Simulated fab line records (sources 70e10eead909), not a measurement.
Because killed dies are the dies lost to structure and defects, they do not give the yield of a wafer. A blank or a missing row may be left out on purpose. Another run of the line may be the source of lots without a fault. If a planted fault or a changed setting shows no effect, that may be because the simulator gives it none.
Chamber matching | flow nand-harc | 4 sister chambers for NHARC_A_DECK1_JOINT_CMP_13 on cmp-03
The step polishes, target thk 51.023 nm. 8 wafers are shown with their chamber, then 10 later ones without.

## WAFERS PAIRED WITH THEIR CHAMBERS
wafer  | chamber | motor-current-A (A) | time-to-endpoint-s (s)
L081.6 | 2       | 11.6                | 3.9
L082.5 | 3       | 13.9                | 5.1
L086.2 | 2       | 11.1                | 5.8
L086.6 | 1       | 11.8                | 6.7
L089.5 | 0       | 10.4                | 10.3
L089.6 | 1       | 12.1                | 6.8
L093.1 | 0       | 10.8                | 16.1
L093.2 | 3       | 13.6                | 10.2

## WAFERS WITH NO CHAMBER GIVEN
wafer  | motor-current-A (A) | time-to-endpoint-s (s)
L093.5 | 11.8                | 10.2
L095.1 | 10.5                | 11.5
L095.2 | 11.8                | 7.7
L095.4 | 11.2                | 7.2
L094.2 | 11.4                | 6.0
L094.5 | 11.4                | 5.9
L094.6 | 11.8                | 6.3
L097.3 | 10.8                | 5.0
L097.4 | 10.8                | 12.6
L097.5 | 11.6                | 8.5

## CHAMBER TAKEN BY EACH
wafer  | from the rows above     | in truth
L093.5 | can't be placed: 1 or 2 | 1
L095.1 | 0                       | 0
L095.2 | can't be placed: 1 or 2 | 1
L095.4 | can't be placed: 2 or 1 | 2
L094.2 | can't be placed: 2 or 1 | 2
L094.5 | can't be placed: 2 or 1 | 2
L094.6 | can't be placed: 1 or 2 | 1
L097.3 | can't be placed: 2 or 0 | 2
L097.4 | 0                       | 0
L097.5 | can't be placed: 1 or 2 | 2
Correctly placed: 2 of 10. Can't be placed from these rows: 8 (the true chamber is among the candidates in 8). Placed wrongly: 0.
How it was worked out, from the rows above alone: a wafer's distance from a chamber is the root of the sum, over the readings, of the square of ((its reading less the chamber's mean) divided by the reading's scatter). If the next closest chamber is less than 2 further off than the closest, the wafer can't be placed; otherwise it belongs to the closest. Each chamber's mean is taken over the wafers shown for it. The scatter: the root of (the sum of the squares of (reading less its chamber's mean) over the shown wafers, divided by (wafers less chambers)).
